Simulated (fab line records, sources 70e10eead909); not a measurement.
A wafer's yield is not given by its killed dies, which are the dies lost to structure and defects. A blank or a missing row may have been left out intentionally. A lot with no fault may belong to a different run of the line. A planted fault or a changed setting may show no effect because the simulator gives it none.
Which of the tools did it?	flow nandHarc	Sampling: 12 lots, 36 wafers, 5 of 1302 route steps

WHAT THE GAUGES READ, wafer by wafer
NHARC_END_SORT_01. Usual: defectLimitedYield 91.5 %, standard deviation 2.5; killedAtArray 52, standard deviation 17; killedAtOther 1.2, standard deviation 1.4; killedAtPeriphery 4.7, standard deviation 2.9; killedDies 58, standard deviation 17; killedOpen 3.2, standard deviation 1.9; killedShort 2.4, standard deviation 1.4; sort_bin_2_pct 3.0 %, standard deviation 1.1; sort_bin_3_pct 0.6 %, standard deviation 0.37; sort_bin_4_pct 4.8 %, standard deviation 1.4; sortNPass 619, standard deviation 17; sortRimYieldPct 90 %, standard deviation 4.9; sortYieldPct 91.5 %, standard deviation 2.5.
lot	measured	on	defectLimitedYield (%)	killedAtArray	killedAtOther	killedAtPeriphery	killedDies	killedOpen	killedShort	sort_bin_2_pct (%)	sort_bin_3_pct (%)	sort_bin_4_pct (%)	sortNPass	sortRimYieldPct (%)	sortYieldPct (%)	flag
L694	day 25 07:42	prober-01	89.7 90.4 90.7	63 61 56	0 2 3	7 2 4	70 65 63	5 2 5	1 2 0	4.4 2.2 3.7	0.6 0.9 0.1	5.3 6.5 5.5	607 612 614	82 92 88	89.7 90.4 90.7	
L693	day 25 22:43	prober-02	88.6 93.8 92.6	73 41 47	2 0 1	2 1 2	77 42 50	2 2 3	1 3 4	4.7 3.2 2.5	0.6 0.1 1.2	6.1 2.8 3.7	600 635 627	93 87 83	88.6 93.8 92.6	
L696	day 26 17:14	prober-01	93.1 93.2 92.0	44 40 50	0 2 1	3 4 3	47 46 54	4 2 2	2 3 2	2.8 2.2 1.8	0.6 0.9 0.1	3.5 3.7 6.1	630 631 623	92 90 91	93.1 93.2 92.0	
L698	day 27 19:38	prober-02	89.5 87.1 90.4	69 81 63	0 0 0	2 6 2	71 87 65	2 8 1	1 3 2	4.0 5.5 4.0	1.3 1.3 1.2	5.2 6.1 4.4	606 590 612	90 75 89	89.5 87.1 90.4	
L700	day 28 07:35	prober-01	90.7 92.6 88.5	51 39 67	3 2 0	9 9 11	63 50 78	3 3 7	1 3 4	3.0 2.1 2.5	0.6 0.6 0.7	5.8 4.7 8.3	614 627 599	94 89 92	90.7 92.6 88.5	
L702	day 28 20:31	prober-02	93.4 93.6 93.1	40 41 42	2 0 0	3 2 5	45 43 47	2 3 1	3 2 2	2.4 1.5 2.7	0.4 0.1 0.3	3.8 4.7 4.0	632 634 630	92 94 97	93.4 93.6 93.1	
L709	day 32 18:51	prober-01	90.5 1.2 0.9	56 64 72	4 596 596	4 9 3	64 669 671	1 2 3	5 2 2	4.4 3.8 4.4	0.7 88.9 89.1	4.3 6.1 5.6	613 8 6	97 0 1	90.5 1.2 0.9	OFF
L708	day 32 20:58	prober-02	0.9 2.4 93.4	37 25 34	630 628 3	4 8 8	671 661 45	3 1 2	3 3 2	1.8 1.2 1.9	93.4 93.4 0.3	4.0 3.1 4.4	6 16 632	2 0 97	0.9 2.4 93.4	OFF
L711	day 33 05:41	prober-02	93.1 92.8 95.0	45 39 27	0 2 5	2 8 2	47 49 34	1 6 1	1 3 1	1.8 1.8 1.3	0.1 0.4 0.1	5.0 5.0 3.5	630 628 643	87 93 93	93.1 92.8 95.0	

TOOL THAT RAN EACH LOT (tool first, then ch and the chambers of the sampled wafers, then the start)
lot	NHARC_THIN_TSV_STRIP_62	NHARC_THIN_TSV_DEGAS_49	NHARC_THIN_TSV_PRE_CLEAN_54	NHARC_THIN_TSV_ETCH_59
L692	plasmaAsher-01 ch 0, day 24 09:32	pvdSputter-03, day 24 09:42	pvdSputter-02, day 24 11:45	rieMetal-02 ch 0,1, day 24 13:01
L694	plasmaAsher-01 ch 0,1, day 24 17:05	pvdSputter-01, day 24 17:16	pvdSputter-03, day 24 19:21	rieMetal-03 ch 0,1, day 24 20:36
L693	plasmaAsher-01 ch 0,1, day 25 10:19	pvdSputter-01, day 25 10:29	pvdSputter-02, day 25 12:34	rieMetal-02 ch 0,1, day 25 13:57
L696	plasmaAsher-02 ch 0,1, day 26 04:01	pvdSputter-02, day 26 04:11	pvdSputter-03, day 26 06:16	rieMetal-01 ch 0,1, day 26 07:38
L695	plasmaAsher-01 ch 0,1, day 26 11:14	pvdSputter-03, day 26 11:24	pvdSputter-01, day 26 13:28	rieMetal-03 ch 0,1, day 26 14:41
L698	plasmaAsher-02 ch 0,1, day 27 02:21	pvdSputter-03, day 27 02:29	pvdSputter-03, day 27 04:34	rieMetal-03 ch 0,1, day 27 05:56
L700	plasmaAsher-01 ch 0,1, day 27 19:13	pvdSputter-03, day 27 19:24	pvdSputter-02, day 27 21:28	rieMetal-02 ch 0,1, day 27 22:49
L702	plasmaAsher-02 ch 0,1, day 28 06:25	pvdSputter-02, day 28 06:35	pvdSputter-03, day 28 08:41	rieMetal-03 ch 0,1, day 28 10:01
L709	plasmaAsher-02 ch 1, day 32 05:35	pvdSputter-01, day 32 05:45	pvdSputter-03, day 32 08:05	rieMetal-02 ch 0,1, day 32 09:19
L708	plasmaAsher-02 ch 0,1, day 32 06:34	pvdSputter-02, day 32 06:45	pvdSputter-02, day 32 09:02	rieMetal-02 ch 0,1, day 32 10:30
L711	plasmaAsher-01 ch 0,1, day 32 15:03	pvdSputter-01, day 32 15:13	pvdSputter-01, day 32 17:19	rieMetal-01 ch 0, day 32 18:40
L712	plasmaAsher-02 ch 0,1, day 32 22:20	pvdSputter-03, day 32 22:27	pvdSputter-02, day 33 00:31	rieMetal-01 ch 0,1, day 33 01:56
- NHARC_THIN_TSV_STRIP_62: strips in N2/H2, time 20 s.
- NHARC_THIN_TSV_DEGAS_49: time 120 s.
- NHARC_THIN_TSV_PRE_CLEAN_54: time 30 s.
- NHARC_THIN_TSV_ETCH_59: etches the open film in Cl2/BCl3, target depth 880 nm, time 138.1 s.

WHAT THE TOOLS THEMSELVES READ (means of the sampled wafers that have a number; where no wafer has one, the mark that the record gives instead)
NHARC_THIN_TSV_STRIP_62. Usual: drypumpMotorCurrentA 5.86 A, standard deviation 0.25; heaterPowerW 362 W, standard deviation 31.
lot	tool	drypumpMotorCurrentA (A)	heaterPowerW (W)	flag
L692	plasmaAsher-01	5.66	349	
L694	plasmaAsher-01	5.59	330	
L693	plasmaAsher-01	5.56	334	
L696	plasmaAsher-02	6.09	398	
L695	plasmaAsher-01	5.56	330	
L698	plasmaAsher-02	6.11	388	
L700	plasmaAsher-01	5.57	335	
L702	plasmaAsher-02	6.08	387	
L709	plasmaAsher-02	6.11	401	
L708	plasmaAsher-02	6.07	377	
L711	plasmaAsher-01	5.58	314	
L712	plasmaAsher-02	6.09	378	

NHARC_THIN_TSV_DEGAS_49. Usual: 464 W for heaterPowerW, sd 33.
lot	tool	heaterPowerW (W)	flag
L692	pvdSputter-03	482	
L694	pvdSputter-01	468	
L693	pvdSputter-01	428	
L696	pvdSputter-02	485	
L695	pvdSputter-03	479	
L698	pvdSputter-03	483	
L700	pvdSputter-03	484	
L702	pvdSputter-02	465	
L709	pvdSputter-01	433	
L708	pvdSputter-02	456	
L711	pvdSputter-01	430	
L712	pvdSputter-03	468	

NHARC_THIN_TSV_PRE_CLEAN_54. Usual: 407 W for heaterPowerW, sd 29.
lot	tool	heaterPowerW (W)	flag
L692	pvdSputter-02	413	
L694	pvdSputter-03	424	
L693	pvdSputter-02	417	
L696	pvdSputter-03	416	
L695	pvdSputter-01	400	
L698	pvdSputter-03	440	
L700	pvdSputter-02	432	
L702	pvdSputter-03	410	
L709	pvdSputter-03	415	
L708	pvdSputter-02	403	
L711	pvdSputter-01	405	
L712	pvdSputter-02	412	

NHARC_THIN_TSV_ETCH_59. Usual: drypumpMotorCurrentA 5.7 A, standard deviation 0.5; oesProductAu 0.993 a.u., standard deviation 0.015; throttleValvePct 22.265 %, standard deviation 0.0094.
lot	tool	drypumpMotorCurrentA (A)	oesProductAu (a.u.)	throttleValvePct (%)	flag
L692	rieMetal-02	6.3	1.008	22.267	
L694	rieMetal-03	5.1	1.013	22.256	
L693	rieMetal-02	6.3	0.997	22.270	
L696	rieMetal-01	5.7	0.979	22.268	
L695	rieMetal-03	5.1	1.006	22.269	
L698	rieMetal-03	5.1	0.993	22.258	
L700	rieMetal-02	6.3	1.000	22.273	
L702	rieMetal-03	5.1	1.008	22.274	
L709	rieMetal-02	6.3	0.943	22.266	OFF
L708	rieMetal-02	6.3	0.940	22.261	OFF
L711	rieMetal-01	5.7	0.982	22.259	
L712	rieMetal-01	5.7	0.978	22.258	

THE ANSWER, worked out from the rows above alone
Rule: lot off if the mean of its wafers having a number is beyond 3 standard deviations from the usual mean. A lot without any number at a reading at which 4 lots or more have one is off too. All remaining lots with rows at the step are treated as sound. Order of review: gauges by route order, followed by the tools' own readings, for which a lot's mean as printed above is used. The first step at which some lot is off is used, and at that step the reading that is off furthest; a lot without a number counts as furthest.
Off at NHARC_END_SORT_01 (killedAtOther): L709, L708. Neither off nor sound, because the step has no rows for them: L692, L695, L712.
If a tool, at a process step before that reading, ran all the lots that are off and no sound lot after the first of them, it fits. Not tried: the gauges at NHARC_END_SORT_01; whatever is off there is also off at NHARC_THIN_TSV_ETCH_59, on other tools, and gauge error can't account for it. Can't be told from this: 2 tools fit, plasmaAsher-02 at NHARC_THIN_TSV_STRIP_62, rieMetal-02 at NHARC_THIN_TSV_ETCH_59.

WHAT WAS PUT IN BY THE SIMULATOR
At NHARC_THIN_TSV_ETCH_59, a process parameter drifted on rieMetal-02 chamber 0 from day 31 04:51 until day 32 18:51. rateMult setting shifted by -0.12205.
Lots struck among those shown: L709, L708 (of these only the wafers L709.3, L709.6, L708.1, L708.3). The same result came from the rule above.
